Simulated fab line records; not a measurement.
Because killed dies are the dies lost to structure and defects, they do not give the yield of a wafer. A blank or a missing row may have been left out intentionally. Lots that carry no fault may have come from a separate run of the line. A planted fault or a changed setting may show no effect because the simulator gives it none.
Chamber matching :: flow nand_harc :: NHARC_P_M0_PRE_CLEAN_31 on pecvd-03 has 3 sister chambers
The step time 12 s. 3 wafers are shown with their chamber, then 8 later ones without.

== WAFERS PAIRED WITH THEIR CHAMBERS ==
wafer: L087.1
chamber: 2
heater_power_w (W): 710

wafer: L087.4
chamber: 1
heater_power_w (W): 644

wafer: L095.1
chamber: 0
heater_power_w (W): 705

== WAFERS MISSING THEIR CHAMBER ==
wafer: L095.2
heater_power_w (W): 665

wafer: L095.4
heater_power_w (W): 662

wafer: L097.2
heater_power_w (W): 658

wafer: L097.5
heater_power_w (W): 659

wafer: L097.6
heater_power_w (W): 683

wafer: L096.2
heater_power_w (W): 667

wafer: L096.4
heater_power_w (W): 651

wafer: L096.6
heater_power_w (W): 721

== WHICH CHAMBER EACH ONE RAN IN ==
wafer: L095.2
from the rows above: can't be placed: 1 or 0 or 2
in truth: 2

wafer: L095.4
from the rows above: can't be placed: 1 or 0 or 2
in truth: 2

wafer: L097.2
from the rows above: can't be placed: 1 or 0
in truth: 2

wafer: L097.5
from the rows above: can't be placed: 1 or 0
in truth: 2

wafer: L097.6
from the rows above: can't be placed: 0 or 2 or 1
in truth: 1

wafer: L096.2
from the rows above: can't be placed: 1 or 0 or 2
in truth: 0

wafer: L096.4
from the rows above: 1
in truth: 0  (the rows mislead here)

wafer: L096.6
from the rows above: can't be placed: 2 or 0
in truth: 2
Placed correctly: 0 of 8. These rows do not allow placing 7 (true chamber among the candidates in 5). Wrongly placed: 1.
How it was worked out, from the rows above alone: a wafer's distance from a chamber is the root of the sum, over the readings, of the square of ((its reading less the chamber's mean) divided by the reading's scatter). The wafer belongs to the nearest chamber; if the next one is less than 2 further off, it can't be placed. A chamber's mean is the mean of its shown wafers. The scatter: root of mean squared gap, hidden wafer to nearest shown wafer, with one shown wafer a chamber.
